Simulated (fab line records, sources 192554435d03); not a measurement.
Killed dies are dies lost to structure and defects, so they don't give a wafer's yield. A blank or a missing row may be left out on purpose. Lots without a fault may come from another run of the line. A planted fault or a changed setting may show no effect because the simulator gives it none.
fab line records | flow n5_finfet
record lots=10 wafers=29 last_day=18
route steps=1938 shown BEOL_M1@791 BEOL_M4@1111 PASSIVATION@1936
lots that met no fault: from a run of the same line without faults
start_h: hours from the record's first day to the start of the lot's first wafer shown | wait_h: hours since the lot's step before | " the same as in the row above | L1.1+2: a row that stands for several wafers | - no value, or no start given | * or withheld: withheld | < > ~ a bound
route shown NAME@n: a module of which the file shows steps, and the number in the route of the first | usual: mean/standard deviation of fault-free wafers | same: alike in all rows | chamber/n: place in a boat | sites: the reading at each site | _std_site: their standard deviation | _edge_site: outer sites' mean less inner sites' | radius_mm: how far each site lies from the wafer's centre | mask NAME#n: copy n | behind: the tool/chamber that last shaped the wafer | hold: why the lot was held/for how many hours/how that ended | device: the transistor (n, p or np) that didn't switch | end of line: the same wafers' tests at the end of the route | a step without rows: its recipe alone | killed: dies lost to structure and defects at the first sort, not the wafer's yield | map: a wafer's dies, x killed, . not, _ none there
set.NAME: the setting as run; set.NAME@STEP: as run at that earlier step | model.NAME: the simulator's own value behind a step, which no gauge read
steps of the route over a sample of lots; a table a step, a row a wafer
services: from which hour (start_h, from the record's first day; less than 0 if before it) a tool's chamber was out of use, for how many hours, and why
## steps
# step N5_BEOL_M1_ETCH_69
# recipe chemistry=CF4 target=SiARC target_depth_a=156 mask_material=CAR-EUV time_s=26 ion_energy_ev=80 pressure_mtorr=40 source_w=545 bias_w=36 Ar_flow_sccm=100 cf4_flow_sccm=100 ends=cleared
# usual drypump_motor_current_A=5.8/0.47 etch_rf_on_time_s=26.1/0.53 mfc_ar_sccm=100.02/0.28 oes_product_au=0.64/0.048 rf_vpp_V=184.0/1.2 showerhead_plenum_p_Torr=2.13/0.07 throttle_valve_pct=15.67/0.14
# columns lot.wafer tool chamber start_h wait_h drypump_motor_current_A etch_rf_on_time_s mfc_ar_sccm oes_product_au rf_hours_counter_h rf_vpp_V showerhead_plenum_p_Torr throttle_valve_pct
L638.2 rie_diel-05 2 120.83 0.0 5.6 26.1 100.08 0.63 195 184.6 2.21 15.64
L638.3 " 3 " " 5.6 25.5 99.78 0.62 200 185.3 2.20 15.62
L638.4 " 1 " " 5.7 26.8 100.16 0.62 157 182.5 2.06 15.96
L640.1 rie_diel-02 0 139.61 0.0 5.7 25.4 99.86 0.65 149 183.5 2.15 15.55
L640.2 " 1 " " 6.2 25.7 100.19 0.63 180 185.2 2.22 15.65
L640.5 " 1 " " 6.1 25.6 100.10 0.63 - 185.0 2.22 15.67
L643.1 rie_diel-01 1 164.82 0.0 6.5 26.6 100.05 0.76 36 184.4 2.17 15.41
L643.4 " 3 " " 5.0 25.9 100.11 0.62 191 182.2 2.05 15.65
L643.6 " 2 " " 5.9 26.5 100.25 0.62 - 184.7 2.22 15.83
L645.1 rie_diel-02 0 169.79 0.0 5.7 25.1 100.01 0.64 160 184.2 2.15 15.59
L645.2 " 2 " " 5.0 25.9 99.80 0.62 184 185.4 2.12 15.51
L645.3 " 3 " " 5.9 27.0 99.92 0.59 196 184.0 2.04 15.70
L648.3 rie_diel-01 2 187.69 0.0 6.0 26.4 99.55 0.62 187 186.0 2.22 15.85
L648.6 " 2 " " 6.0 26.5 99.83 0.62 - 185.1 2.22 15.84
L650.1 rie_diel-01 0 197.44 0.0 6.1 26.0 99.91 0.66 154 184.7 2.06 15.81
L650.3 " 2 " " 6.0 26.8 100.26 0.62 190 184.7 2.22 15.85
L650.4 " 1 " " 6.5 26.7 100.14 0.74 46 183.7 2.17 15.43
L653.2 rie_diel-01 3 213.09 0.0 5.0 26.2 100.55 0.60 205 181.5 2.05 15.68
L653.3 " 0 " " 6.0 26.0 100.44 0.66 159 182.8 2.06 15.82
L653.6 " 1 " " 6.5 26.6 100.66 0.74 - 183.7 2.17 15.44
L658.1 rie_diel-02 0 253.14 0.0 5.7 25.3 99.88 0.62 185 183.7 2.14 15.62
L658.2 " 1 " " 6.2 25.9 100.18 0.61 210 182.7 2.21 15.73
L658.5 " 3 " " 5.9 26.8 99.88 0.58 - 183.8 2.03 15.74
L659.2 rie_diel-02 0 253.40 0.0 5.7 25.2 99.76 0.62 185 183.6 2.14 15.63
L659.3 " 3 " " 5.9 26.6 100.25 0.58 222 182.9 2.03 15.76
L659.5 " 2 " " 5.0 26.2 99.29 0.61 - 183.8 2.12 15.56
L660.2 rie_diel-02 2 259.61 0.0 5.0 25.7 99.49 0.61 209 182.7 2.12 15.56
L660.4 " 0 " " 5.7 25.0 99.69 0.62 187 183.8 2.14 15.62
L660.6 " 0 " " 5.7 25.0 100.28 0.63 - 183.5 2.14 15.62
# step N5_BEOL_M1_ALD_84
# recipe material=TaN target_thk_a=* temp_c=275 ald_precursor_family=PDMAT ald_co_reactant=NH3 pressure_torr=3 carrier_flow_sccm=1500 pulse_time_s=2 purge_time_s=3 co_reactant_purge_time_s=2 co_reactant_pulse_time_s=3 ald_cycles=30 precursor_vessel_temp_c=75 precursor_vessel_pressure_torr=26.25 precursor_vessel_carrier_sccm=1000
# usual ald_cycles=30/0 heater_power_w=424/42
# same co_reactant_purge_time_s=2
# columns lot.wafer tool chamber start_h wait_h ald_cycles heater_power_w
L638.2 ald_metal-02 0 127.70 0.3 30 468
L638.3 " 3 " " 30 428
L638.4 " 1 " " 30 385
L640.1 ald_metal-02 1 141.13 0.2 30 375
L640.2 " 3 " " 30 424
L640.5 " 2 " " 30 371
L643.1 ald_metal-04 2 166.18 0.0 30 411
L643.4 " 1 " " 30 502
L643.6 " 0 " " 30 417
L645.1 ald_metal-02 1 171.60 0.1 30 380
L645.2 " 0 " " 30 470
L645.3 " 2 " " 30 373
L648.3 ald_metal-04 1 191.44 0.1 30 511
L648.6 " 3 " " 30 444
L650.1 ald_metal-02 1 200.52 0.0 30 392
L650.3 " 2 " " 30 375
L650.4 " 0 " " 28 459
L653.2 ald_metal-02 1 219.09 0.0 28 382
L653.3 " 0 " " 30 469
L653.6 " 3 " " 28 425
L658.1 ald_metal-04 0 257.60 0.0 30 400
L658.2 " 2 " " 30 423
L658.5 " 1 " " 30 500
L659.2 ald_metal-03 2 259.49 0.0 30 395
L659.3 " 1 " " 30 437
L659.5 " 1 " " 30 437
L660.2 ald_metal-04 0 261.00 0.0 30 415
L660.4 " 1 " " 30 502
L660.6 " 1 " " 30 500
# step N5_BEOL_M1_SURFACE_TREAT_85
# recipe gas=Ar time_s=* ion_energy_ev=* ion_current_ma_cm2=0.5 pressure_mtorr=* ar_flow_sccm=30
# usual throttle_valve_pct=*
# columns lot.wafer tool chamber start_h wait_h throttle_valve_pct
L638.2 pvd_sputter-01 - 129.65 1.8 *
L638.3 " - " " *
L638.4 " - " " *
L640.1 pvd_sputter-01 - 141.49 0.3 *
L640.2 " - " " *
L640.5 " - " " *
L643.1 pvd_sputter-01 - 166.44 0.2 *
L643.4 " - " " *
L643.6 " - " " *
L645.1 pvd_sputter-03 - 171.88 0.2 *
L645.2 " - " " *
L645.3 " - " " *
L648.3 pvd_sputter-03 - 191.74 0.2 *
L648.6 " - " " *
L650.1 pvd_sputter-01 - 200.78 0.2 *
L650.3 " - " " *
L650.4 " - " " *
L653.2 pvd_sputter-02 - 219.33 0.1 *
L653.3 " - " " *
L653.6 " - " " *
L658.1 pvd_sputter-02 - 258.06 0.4 *
L658.2 " - " " *
L658.5 " - " " *
L659.2 pvd_sputter-01 - 259.77 0.2 *
L659.3 " - " " *
L659.5 " - " " *
L660.2 pvd_sputter-02 - 261.32 0.2 *
L660.4 " - " " *
L660.6 " - " " *
# step N5_BEOL_M1_ANNEAL_49
# recipe temp_c=400 time_s=240 ambient=vacuum
# usual heater_power_w=829/110
# columns lot.wafer tool chamber start_h wait_h heater_power_w
L638.2 pvd_sputter-01 - 131.61 0.0 813
L638.3 " - " " 998
L638.4 " - " " 695
L640.1 pvd_sputter-02 - 141.87 0.0 779
L640.2 " - " " 683
L640.5 " - " " 699
L643.1 pvd_sputter-02 - 167.20 0.0 705
L643.4 " - " " 802
L643.6 " - " " 956
L645.1 pvd_sputter-02 - 172.29 0.0 793
L645.2 " - " " 973
L645.3 " - " " 697
L648.3 pvd_sputter-01 - 192.10 0.0 703
L648.6 " - " " 812
L650.1 pvd_sputter-01 - 201.11 0.0 812
L650.3 " - " " 809
L650.4 " - " " 701
L653.2 pvd_sputter-02 - 219.63 0.0 786
L653.3 " - " " 979
L653.6 " - " " 993
L658.1 pvd_sputter-02 - 258.36 0.0 996
L658.2 " - " " 807
L658.5 " - " " 802
L659.2 pvd_sputter-03 - 260.21 0.0 935
L659.3 " - " " 996
L659.5 " - " " 960
L660.2 pvd_sputter-01 - 261.71 0.0 982
L660.4 " - " " 721
L660.6 " - " " 988
# step N5_BEOL_M4_RC_MEAS_101
# usual DIBL_N=36.0/1.6 DIBL_P=36.1/2 IOFF_N=0.160/0.029 IOFF_P=0.21/0.039 ION_N=675/13 ION_P=464/8.8 SS_N=71.5/0.58 SS_P=73.3/0.65 VT_N=250/3.3 VT_P=-249/3.6
# columns lot.wafer tool chamber start_h wait_h DIBL_N[mV/V] DIBL_P[mV/V] IOFF_N[nA/um] IOFF_P[nA/um] ION_N[uA/um] ION_P[uA/um] SS_N[mV/dec] SS_P[mV/dec] VT_N[mV] VT_P[mV]
L638.2 prober-02 0 164.07 0.2 37.4 36.9 0.164 0.21 676 456 72.0 73.4 247 -252
L638.3 " 0 " " 35.6 34.9 0.128 0.19 659 454 71.5 73.0 251 -253
L638.4 " 0 " " 36.4 33.6 0.141 0.17 662 449 71.6 72.7 254 -255
L640.1 prober-01 0 175.16 0.0 34.1 34.5 0.128 0.17 666 456 72.0 72.5 252 -252
L640.2 " 0 " " 36.9 37.5 0.173 0.22 693 473 71.0 73.4 248 -248
L640.5 " 0 " " 33.7 33.5 0.118 0.15 665 452 71.2 72.2 255 -255
L643.1 prober-02 0 204.65 0.0 38.0 36.8 0.166 0.23 681 471 71.6 73.6 250 -248
L643.4 " 0 " " 36.7 35.3 0.154 0.22 677 465 70.8 73.0 250 -249
L643.6 " 0 " " 37.5 37.1 0.152 0.23 670 465 72.2 73.3 252 -247
L645.1 prober-02 0 209.07 0.0 38.5 37.3 0.190 0.25 671 466 72.3 74.0 248 -244
L645.2 " 0 " " 37.1 36.6 0.154 0.24 660 461 72.0 73.3 250 -245
L645.3 " 0 " " 36.1 35.6 0.140 0.23 665 467 71.3 73.6 250 -242
L648.3 prober-02 0 234.71 0.3 36.3 36.7 0.166 0.23 679 463 72.5 72.7 248 -246
L648.6 " 0 " " 37.7 38.8 0.180 0.26 672 458 72.1 73.5 248 -247
L650.1 prober-02 0 238.06 0.0 35.3 34.1 0.138 0.19 681 470 70.5 73.3 251 -252
L650.3 " 0 " " 35.9 35.1 0.154 0.20 678 472 70.8 72.9 250 -251
L650.4 " 0 " " 36.4 35.6 0.165 0.21 694 474 72.1 73.4 247 -250
L653.2 prober-01 0 265.02 0.2 37.8 37.4 0.193 0.20 694 463 71.6 74.1 245 -251
L653.3 " 0 " " 36.3 35.7 0.152 0.18 681 461 71.6 74.1 251 -252
L653.6 " 0 " " 36.0 34.8 0.136 0.16 657 444 71.0 72.7 253 -254
L659.2 prober-02 0 294.61 0.2 31.8 33.0 0.115 0.18 667 461 70.8 72.4 256 -250
L659.3 " 0 " " 32.8 34.9 0.123 0.21 663 468 71.1 73.2 254 -246
L659.5 " 0 " " 35.6 37.3 0.171 0.24 681 471 71.3 73.8 249 -247
L658.1 prober-02 0 301.11 0.0 35.4 35.1 0.146 0.20 695 478 71.2 72.2 249 -251
L658.2 " 0 " " 36.8 36.5 0.159 0.22 675 466 71.7 73.2 251 -248
L658.5 " 0 " " 38.6 39.2 0.210 0.27 706 479 72.0 74.0 247 -247
L660.2 prober-02 0 303.43 0.2 34.6 33.6 0.128 0.19 664 462 70.7 72.0 253 -247
L660.4 " 0 " " 35.0 35.3 0.139 0.21 657 458 71.5 72.9 253 -251
L660.6 " 0 " " 37.1 37.7 0.180 0.25 682 465 71.9 74.1 247 -247
# step N5_PASSIVATION_PROBE_49
# usual defect_limited_yield=91.0/1.3 killed_at_M0_to_M3=36/9.5 killed_at_M4_up=14/5.6 killed_at_contacts=12/6.4 killed_at_front_end=40/10 killed_at_other=3.2/3 killed_dies=107/15 killed_open=69/12 killed_short=35/7.7 sort_bin_5_function=5.3/0.91 sort_bin_6_memory=3.3/0.65 sort_bin_8_speed=0.00/0.012 sort_n_pass=1073/15 sort_yield_pct=91.0/1.3
# same gross_dies=1180 killed_at_back_side=0 sort_bin_4_leakage[%]=0
# columns lot.wafer tool chamber start_h wait_h defect_limited_yield[%] killed_at_M0_to_M3 killed_at_M4_up killed_at_contacts killed_at_front_end killed_at_other killed_dies killed_open killed_short sort_bin_5_function[%] sort_bin_6_memory[%] sort_bin_8_speed[%] sort_n_pass sort_yield_pct[%]
L648.3 prober-01 - 346.37 0.1 92.0 22 19 10 38 5 94 60 30 4.7 2.6 0 1086 92.0
L648.6 prober-01 - 346.52 0.3 91.2 25 13 15 45 6 104 68 32 4.8 3.6 0 1076 91.2
L650.1 prober-02 - 347.34 0.0 93.6 19 9 8 36 3 75 33 40 3.5 2.3 0 1105 93.6
L650.3 prober-02 - 347.44 0.1 92.9 33 13 8 27 3 84 54 29 3.7 3.0 0 1096 92.9
L650.4 prober-02 - 347.49 0.2 92.4 23 9 7 43 8 90 50 32 3.8 3.1 0 1090 92.4
# killed by level:class
L648.3 BEOL_M4:geometric_particle:open=9 MOL_CONTACT_COAG:geometric_particle:open=7 BEOL_M0_SAQP:geometric_particle:open=7 FIN_SAQP:geometric_particle:short=6 STI_FIN_REVEAL:geometric_particle:open=5 FIN_SAQP:geometric_particle:open=4 GATE_CUT:geometric_particle:short=4 BEOL_M0_SAQP:geometric_particle:short=4
L648.6 MOL_CONTACT_COAG:geometric_particle:open=13 STI_FIN_REVEAL:geometric_particle:open=10 BEOL_M1:geometric_particle:open=8 FIN_SAQP:geometric_particle:open=5 FIN_SAQP:geometric_particle:short=5 BEOL_M0_SAQP:geometric_particle:short=5 GATE_CUT:geometric_particle:short=5 BEOL_M2:geometric_particle:open=5
L650.1 FIN_SAQP:geometric_particle:short=9 FIN_SAQP:geometric_particle:open=6 MOL_CONTACT_COAG:geometric_particle:open=6 BEOL_M0_SAQP:geometric_particle:short=5 BEOL_M1:geometric_particle:short=5 BEOL_M0_SAQP:geometric_particle:open=4 GATE_CUT:geometric_particle:short=3 ILD0:geometric_particle:open=3
L650.3 BEOL_M0_SAQP:geometric_particle:short=14 BEOL_M0_SAQP:geometric_particle:open=9 FIN_SAQP:geometric_particle:open=8 MOL_CONTACT_COAG:geometric_particle:open=8 BEOL_M1:geometric_particle:open=7 FIN_SAQP:geometric_particle:short=4 BEOL_M4:geometric_particle:open=4 BEOL_M3:geometric_particle:open=3
L650.4 FIN_SAQP:geometric_particle:short=15 HKMG_FIN:area_etch=7 MOL_CONTACT_COAG:geometric_particle:open=6 BEOL_M1:geometric_particle:open=6 BEOL_M3:geometric_particle:open=6 GATE_CUT:geometric_particle:open=5 BEOL_M4:geometric_particle:open=5 GATE_CUT:geometric_particle:short=4
## services
# columns tool chamber start_h hours kind
ald_metal-03 - 103.90 0.6 repair
rie_diel-02 1 113.71 14.4 repair
ald_metal-02 3 120.85 3.3 repair
pvd_sputter-03 - 149.66 0.9 repair
ald_metal-02 - 160.91 2.8 pm
rie_diel-02 1 163.00 10.2 repair
rie_diel-05 1 177.64 1.4 repair
rie_diel-01 0 181.02 4.1 repair
ald_metal-03 - 194.52 6.0 pm
ald_metal-02 0 232.68 5.0 repair
ald_metal-03 - 234.85 8.7 pm
ald_metal-03 0 250.12 27.4 repair
ald_metal-02 3 253.00 4.2 repair
## key
first_sign step=N5_BEOL_M1_ALD_84 reading=ald_cycles direction=down sigmas=99+ usual=* struck=*
effect none on later readings
met_at N5_BEOL_M1_ALD_84
struck_lots L650,L653
struck_wafers L650.4,L653.2,L653.6
not_acting_at N5_BEOL_M1_ETCH_69,N5_BEOL_M1_SURFACE_TREAT_85,N5_BEOL_M1_ANNEAL_49
onset_between 171.60 200.52
fault kind=process_parameter_drift tool=ald_metal-02 chamber=- onset_h=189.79 steps=N5_BEOL_M1_ALD_84 channel=ald_cycles offset=* shape=step end_h=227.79 scope=struck_wafers_only acts_in=* stated=*
